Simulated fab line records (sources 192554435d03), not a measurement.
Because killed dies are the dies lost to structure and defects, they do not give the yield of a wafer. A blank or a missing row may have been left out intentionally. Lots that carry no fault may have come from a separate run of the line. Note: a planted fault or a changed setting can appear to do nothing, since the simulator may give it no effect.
Chamber matching ; flow n5Finfet ; 3 sister chambers for N5_DUMMY_REMOVAL_STRIP_10 on rieDiel-03
The step strips in N2/H2, time 40 s. 16 wafers are shown with their chamber, then 6 later ones without.

## WAFERS PAIRED WITH THEIR CHAMBERS
wafer;chamber;showerheadPlenumPTorr (Torr);drypumpMotorCurrentA (A);throttleValvePct (%)
L074.1;1;3.52;6.1;12.5
L074.2;3;3.51;6.4;12.0
L074.5;3;3.51;6.3;12.0
L076.3;3;3.51;6.3;12.1
L076.4;0;3.31;5.6;11.6
L076.6;0;3.31;5.6;11.5
L084.1;1;3.51;6.1;12.6
L084.3;3;3.50;6.4;12.1
L084.6;0;3.31;5.6;11.6
L088.2;0;3.30;5.6;11.6
L088.4;1;3.51;6.1;12.6
L088.6;0;3.30;5.6;11.6
L090.1;0;3.30;5.6;11.6
L090.2;1;3.51;6.2;12.6
L090.6;3;3.50;6.4;12.1
L092.3;3;3.50;6.4;12.1

SIGNATURES (means of the wafers above)
reading;chamber 0;chamber 1;chamber 3;scatter within a chamber
showerheadPlenumPTorr;3.3050;3.5125;3.5050;0.00537
drypumpMotorCurrentA;5.600;6.125;6.367;0.04
throttleValvePct;11.583;12.575;12.067;0.0474
Rule: a wafer lies at a distance from a chamber equal to the root of the sum of squares, over the readings, of (its reading less the chamber's mean, divided by the reading's scatter). If the next closest chamber is less than 2 further off than the closest, the wafer can't be placed; otherwise it belongs to the closest. The scatter: take each reading less its chamber's mean, square it, sum over the shown wafers, divide by the number of wafers less the number of chambers, and take the root.

## WAFERS WITH NO CHAMBER GIVEN
wafer;showerheadPlenumPTorr (Torr);drypumpMotorCurrentA (A);throttleValvePct (%)
L092.6;3.51;6.2;12.6
L093.1;3.50;6.3;12.1
L093.3;3.50;6.1;12.6
L093.4;3.30;5.6;11.6
L094.1;3.49;6.3;12.1
L094.6;3.49;6.3;12.1

## WHICH CHAMBER EACH WENT THROUGH
wafer;from the rows above;in truth
L092.6;1;1
L093.1;3;3
L093.3;1;1
L093.4;0;0
L094.1;3;3
L094.6;3;3
Placed correctly: 6 of 6. From these rows, 0 cannot be placed. Wrongly placed: 0.
